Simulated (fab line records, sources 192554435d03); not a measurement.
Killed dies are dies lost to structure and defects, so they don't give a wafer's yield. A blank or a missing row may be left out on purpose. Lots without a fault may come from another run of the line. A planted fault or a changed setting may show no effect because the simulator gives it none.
A struck lot beside a sound one | flow n5_finfet | 19 steps out of a route of 1938
Sound: wafers L838.1, L838.5, L838.6. Struck: wafer L854.6. (L854.2, L854.4 of the same lot were not struck and are left out.) The cause comes at the end.
At each step with rows: each side's tool, then ch and its chambers, then its first start. Under that, the readings that differ: sound wafers | struck wafers | difference of the means | sigmas: that difference in standard deviations of wafers without a fault.
alike: readings whose means differ by less than 2 such deviations, and words and numbers that are the same on both sides. not compared: withheld readings, readings that some wafer has no value for, bounds like >300 that may hide the same value, and numbers for which the record gives no deviation and whose values overlap.
The two part at a step that has a row with sigmas, a row that says differs or no value, or rows on one side only. Numbers that don't overlap but have no deviation are shown without sigmas and don't part them. A reading that every wafer of one side lacks parts them only if that side has two wafers or more.

first, 6 steps without rows for these wafers: N5_BEOL_M3_COAT_05 (resist thk 30 nm); N5_BEOL_M3_EBR_07; N5_BEOL_M3_SOFTBAKE_06 (time 60 s); N5_BEOL_M3_EXPOSE_08 (exposes mask M3); N5_BEOL_M3_PEB_09 (peb time 60 s); N5_BEOL_M3_DEVELOP_10 (develop time 30 s).
N5_BEOL_M3_CD_MEAS_11: target cd 17.05 nm.
  sound on cd_sem-03 ch 0, day 6 23:16; struck on cd_sem-03 ch 0, day 11 01:20
  alike: cd_nm
N5_BEOL_M3_OVL_MEAS_12:
  sound on overlay-01 ch 0, day 6 23:17; struck on overlay-02 ch 0, day 11 01:23
  alike: M3_OVL
N5_BEOL_M3_INSPECT_13: inspects for defects (brightfield).
  sound on defect_inspect-02, day 6 23:21; struck on defect_inspect-01, day 11 01:26
  alike: raw_defect_count
N5_BEOL_M3_DESCUM_16: chemistry O2, time 7 s.
  sound on rie_diel-03 ch 2,3, day 6 23:47; struck on rie_diel-05 ch 2, day 11 01:28
  reading               | sound          | struck | difference | sigmas
  oes_product_au (a.u.) | 0.94 0.94 0.80 | 0.73   | -0.16      | -2
  alike: drypump_motor_current_A, rf_vpp_V, showerhead_plenum_p_Torr, throttle_valve_pct
  not compared: rf_hours_counter_h
N5_BEOL_M3_ETCH_74: etches underlayer in N2/H2, target depth 6.5 nm, time 5.2 s.
  sound on rie_diel-03 ch 2,3, day 6 23:49; struck on rie_diel-05 ch 2, day 11 01:30
  reading                | sound             | struck | difference | sigmas
  etch_rf_on_time_s (s)  | 5.18 5.14 5.07    | 5.39   | +0.26      | +2
  throttle_valve_pct (%) | 17.72 17.75 17.97 | 18.30  | +0.49      | +2
  alike: drypump_motor_current_A, oes_product_au, rf_vpp_V, showerhead_plenum_p_Torr
  not compared: rf_hours_counter_h
N5_BEOL_M3_ETCH_63: etches SiARC in CF4, target depth 15.6 nm, time 26 s.
  sound on rie_diel-03 ch 2,3, day 6 23:50; struck on rie_diel-05 ch 2, day 11 01:31
  reading                | sound             | struck | difference | sigmas
  throttle_valve_pct (%) | 15.49 15.50 15.59 | 16.02  | +0.49      | +2
  alike: drypump_motor_current_A, etch_rf_on_time_s, oes_product_au, rf_vpp_V, showerhead_plenum_p_Torr
  not compared: rf_hours_counter_h
N5_BEOL_M3_ETCH_64: etches SOC in N2/H2, target depth 75 nm, overetch 15 nm, time 112.5 s.
  sound on rie_diel-03 ch 2,3, day 6 23:52; struck on rie_diel-05 ch 2, day 11 01:32
  reading                                    | sound             | struck | difference | sigmas
  drypump_motor_current_A (A)                | 5.8 5.8 5.4       | 6.4    | +0.7       | +2
  oes_product_au (a.u.)                      | 0.75 0.75 0.63    | 0.59   | -0.12      | -2
  throttle_valve_pct (%)                     | 17.69 17.66 17.92 | 18.28  | +0.52      | +2
  model.SiARC_of_BEOL_M3_COAT_62.thk_nm (nm) | 6.8 6.6 6.6       | 8.4    | +1.7       |
  model.BEOL_M3.cd_offset_nm (nm)            | 0.4 0.4 0         | -0.4   | -0.7       |
  alike: rf_vpp_V, showerhead_plenum_p_Torr
  not compared: rf_hours_counter_h
then, 2 steps without rows for these wafers: N5_BEOL_M3_STRIP_65 (strips in N2/H2); N5_BEOL_M3_STRIP_75 (strips in N2/H2).
N5_BEOL_M3_STRIP_66: strips in CF4.
  sound on rie_diel-03 ch 2,3, day 6 23:59; struck on rie_diel-05 ch 2, day 11 01:40
  reading                     | sound             | struck | difference | sigmas
  drypump_motor_current_A (A) | 5.8 5.8 5.4       | 6.4    | +0.7       | +2
  throttle_valve_pct (%)      | 13.41 13.39 13.57 | 14.01  | +0.55      | +2
  alike: oes_product_au, rf_vpp_V, showerhead_plenum_p_Torr
  not compared: rf_hours_counter_h
N5_BEOL_M3_HM_OPEN_17: chemistry Cl2/BCl3, target TiN, target depth 20 nm, overetch 6 nm.
  sound on rie_metal-03 ch 0,1, day 7 00:02; struck on rie_metal-01 ch 0, day 11 01:43
  reading                         | sound          | struck | difference | sigmas
  oes_product_au (a.u.)           | 0.50 0.49 0.64 | 0.70   | +0.16      | +2
  model.BEOL_M3.cd_offset_nm (nm) | 0.4 0.6 0      | -0.2   | -0.5       |
  alike: drypump_motor_current_A, throttle_valve_pct
  not compared: rf_hours_counter_h
N5_BEOL_M3_STRIP_19: strips in O2.
  sound on rie_diel-04 ch 1,2,3, day 7 00:25; struck on rie_diel-05 ch 2, day 11 01:49
  reading                     | sound             | struck | difference | sigmas
  drypump_motor_current_A (A) | 6.1 5.5 5.6       | 6.4    | +0.7       | +2
  throttle_valve_pct (%)      | 16.23 16.65 16.53 | 17.07  | +0.60      | +3
  alike: oes_product_au, rf_vpp_V, showerhead_plenum_p_Torr
  not compared: rf_hours_counter_h
N5_BEOL_M4_RC_MEAS_101:
  sound on prober-01 ch 0, day 7 16:32; struck on prober-02 ch 0, day 11 23:52
  reading        | sound          | struck | difference | sigmas
  IOFF_P (nA/um) | 0.26 0.29 0.26 | 0.19   | -0.08      | -2
  VT_N (mV)      | 247 246 250    | 255    | +7         | +2
  VT_P (mV)      | -243 -242 -246 | -253   | -9         | -3
  alike: DIBL_N, DIBL_P, IOFF_N, ION_N, ION_P, SS_N, SS_P

WHERE THEY PART
First at N5_BEOL_M3_DESCUM_16; last, within this record, at N5_BEOL_M4_RC_MEAS_101.

WHY: what the simulator had put in
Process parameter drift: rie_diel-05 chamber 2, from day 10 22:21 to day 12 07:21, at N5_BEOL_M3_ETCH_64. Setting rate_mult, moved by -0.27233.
